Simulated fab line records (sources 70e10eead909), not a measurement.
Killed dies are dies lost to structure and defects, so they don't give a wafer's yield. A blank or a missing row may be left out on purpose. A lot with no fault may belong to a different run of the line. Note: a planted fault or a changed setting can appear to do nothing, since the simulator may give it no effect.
A struck lot beside a sound one | flow nand_harc | 38 out of 1302 route steps
Sound: the wafers L924.3, L924.4, L924.5. Struck: wafer L937.2. Last of all comes the cause.
Per side, at each step with rows, come the tool, then ch with its chambers, and then its first start. Under that, the readings that differ: sound wafers | struck wafers | difference of the means | sigmas: that difference in standard deviations of wafers without a fault.
alike: readings whose means differ by less than 2 such deviations, and words and numbers that are the same on both sides. not compared: withheld readings, readings that some wafer has no value for, bounds like >300 that may hide the same value, and numbers for which the record gives no deviation and whose values overlap.
The two part at a step that has a row with sigmas, a row that says differs or no value, or rows on one side only. Numbers that have no deviation but don't overlap get no sigmas and don't part them. A reading that every wafer of one side lacks parts them only if that side has two wafers or more.

NHARC_A_CHANNEL_FILL_D1_THK_MEAS_06: measures by ellipsometry.
  sound on film_metro-02, day 10 07:22; struck on film_metro-02, day 16 10:30
  alike: thk_nm
NHARC_A_CHANNEL_FILL_D1_ALD_25: deposits SiOx, target thk 60 nm, pulse time 10 s, ald cycles 600.
  sound on ald_hk-03 ch 0,2,3, day 10 07:25; struck on ald_hk-03 ch 0, day 16 12:25
  alike: heater_power_w, precursor_pulse_height_rel
  not compared: since_wet_clean_h
NHARC_A_CHANNEL_FILL_D1_ETCHBACK_08: etches the open film in C4F8, target depth 220 nm, time 110 s.
  sound on rie_diel-05 ch 0,1,3; struck on rie_diel-04 ch 2
  reading               | sound          | struck | difference | sigmas
  oes_product_au (a.u.) | 0.92 0.93 0.92 | 1.00   | +0.08      | +2
  alike: rf_vpp_V
  not compared: rf_hours_counter_h
NHARC_A_CHANNEL_FILL_D1_STRIP_29: strips in O2, time 20 s.
  sound on rie_diel-05 ch 2,3; struck on rie_diel-04 ch 0, day 16 16:18
  reading                         | sound          | struck | difference | sigmas
  showerhead_plenum_p_Torr (Torr) | 3.75 3.50 3.75 | 3.37   | -0.30      | -2
  alike: drypump_motor_current_A, oes_product_au, rf_vpp_V, throttle_valve_pct
  not compared: rf_hours_counter_h
then, 3 steps without rows for these wafers: NHARC_A_CHANNEL_FILL_D1_PRECLEAN_30 (cleans in dHF, time 30 s); NHARC_A_CHANNEL_FILL_D1_SRD_31; NHARC_A_CHANNEL_FILL_D1_CVD_09 (deposits poly-Si, target thk 150 nm, time 3000 s).
NHARC_A_CHANNEL_FILL_D1_CMP_10: polishes, target thk 150 nm.
  sound on cmp-04 ch 1,2, day 10 19:58; struck on cmp-04 ch 0, day 16 22:08
  reading                | sound          | struck | difference | sigmas
  motor_current_A (A)    | 11.4 11.9 11.2 | 8.4    | -3.1       | -2
  time_to_endpoint_s (s) | 15.6 18.6 17.4 | 11.4   | -5.8       | -2
then, 1 step without rows for these wafers: NHARC_A_CHANNEL_FILL_D1_SRD_12.
NHARC_A_CHANNEL_FILL_D1_INSPECT_13:
  sound on defect_inspect-02, day 10 20:23; struck on defect_inspect-02, day 17 00:50
  reading          | sound       | struck | difference | sigmas
  raw_defect_count | 768 387 423 | 232    | -294       | -2
NHARC_A_DECK1_JOINT_ETCHBACK_07: etches the open film in HBr, target depth 105 nm, time 26.9 s.
  sound on rie_si-02 ch 0,1,3, day 10 20:27; struck on rie_si-02 ch 3, day 17 00:55
  alike: drypump_motor_current_A, oes_product_au, throttle_valve_pct
  not compared: rf_hours_counter_h
then, 9 steps without rows for these wafers: NHARC_A_DECK1_JOINT_ETCH_25 (etches SiO2 in dHF, target depth 0.5 nm); NHARC_A_DECK1_JOINT_ETCH_19 (etches poly-Si in TMAH, target depth 3 nm); NHARC_A_DECK1_JOINT_ETCH_18 (etches SiO2 in dHF, target depth 3 nm); NHARC_A_DECK1_JOINT_WET_08 (chemistry H3PO4, time 86 s); NHARC_A_DECK1_JOINT_ETCH_09 (etches SiO2 in dHF, target depth 5 nm); NHARC_A_DECK1_JOINT_WET_10 (chemistry H3PO4, time 86 s); NHARC_A_DECK1_JOINT_ETCH_11 (etches SiO2 in dHF, target depth 35 nm); NHARC_A_DECK1_JOINT_CVD_12 (deposits poly-Si, target thk 90 nm, time 1800 s); NHARC_A_DECK1_JOINT_CMP_13 (polishes, target thk 51.023 nm).
NHARC_A_DECK1_JOINT_THK_MEAS_14: measures by ellipsometry.
  sound on film_metro-02, day 11 07:01; struck on film_metro-02, day 17 11:31
  alike: thk_nm
then, 12 steps without rows for these wafers: NHARC_A_DECK1_JOINT_SRD_04; NHARC_A_DECK1_JOINT_ETCHBACK_00 (etches the open film in HBr, target depth 30 nm, time 17.4 s); NHARC_A_DECK1_JOINT_PRECLEAN_30 (cleans in SC1); NHARC_A_DECK1_JOINT_SRD_31; NHARC_A_DECK1_JOINT_CVD_34 (deposits SiNx, target thk 20 nm); NHARC_A_DECK1_JOINT_DEP_06 (deposits SiOx, target thk 80 nm); NHARC_A_DECK1_JOINT_CURE_26 (time 32 s); NHARC_A_DECK1_JOINT_ANNEAL_27 (time 3600 s); NHARC_A_DECK1_JOINT_ANNEAL_28 (time 1800 s); NHARC_A_DECK1_JOINT_ANNEAL_29 (time 1800 s); NHARC_A_DECK1_JOINT_CMP_02 (polishes SiOx); NHARC_A_DECK1_JOINT_SRD_15.
NHARC_A_DECK1_JOINT_DEP_16: deposits SiO2, target thk 45 nm.
  sound on pecvd-03 ch 1,2, day 12 08:46; struck on pecvd-04 ch 2, day 18 10:19
  alike: heater_power_w, throttle_valve_pct
  not compared: since_wet_clean_h
NHARC_A_DECK1_JOINT_THK_MEAS_17: measures by ellipsometry.
  sound on film_metro-02, day 12 08:59; struck on film_metro-02, day 18 10:32
  alike: thk_nm
NHARC_A_ONON_D2_DEP_00: target thk 1000 nm.
  sound on pecvd_onon-02 ch 0, day 12 09:13; struck on pecvd_onon-04 ch 0, day 19 07:40
  reading | sound | struck                    | difference                   | sigmas
  hold    | - - - | await_dispo/20.5h/release | no value on the sound wafers |
NHARC_A_ONON_D2_THK_MEAS_02: measures by ellipsometry.
  sound on film_metro-02, day 12 09:37; struck on film_metro-02, day 19 08:07
  alike: thk_nm
-- the record jumps here: 12 days lie between the struck wafers' starts before and after (it left off in module A_ONON_D2 and takes up again in module END, whose first step shown is number 1302 of the route) --
NHARC_END_SORT_01:
  here the record holds rows for the struck wafers (prober-02 ch 0, day 31 13:53) but none for the sound ones

WHERE THEY PART
First at NHARC_A_CHANNEL_FILL_D1_ETCHBACK_08; last, within this record, at NHARC_END_SORT_01.

WHY: the cause the simulator had injected
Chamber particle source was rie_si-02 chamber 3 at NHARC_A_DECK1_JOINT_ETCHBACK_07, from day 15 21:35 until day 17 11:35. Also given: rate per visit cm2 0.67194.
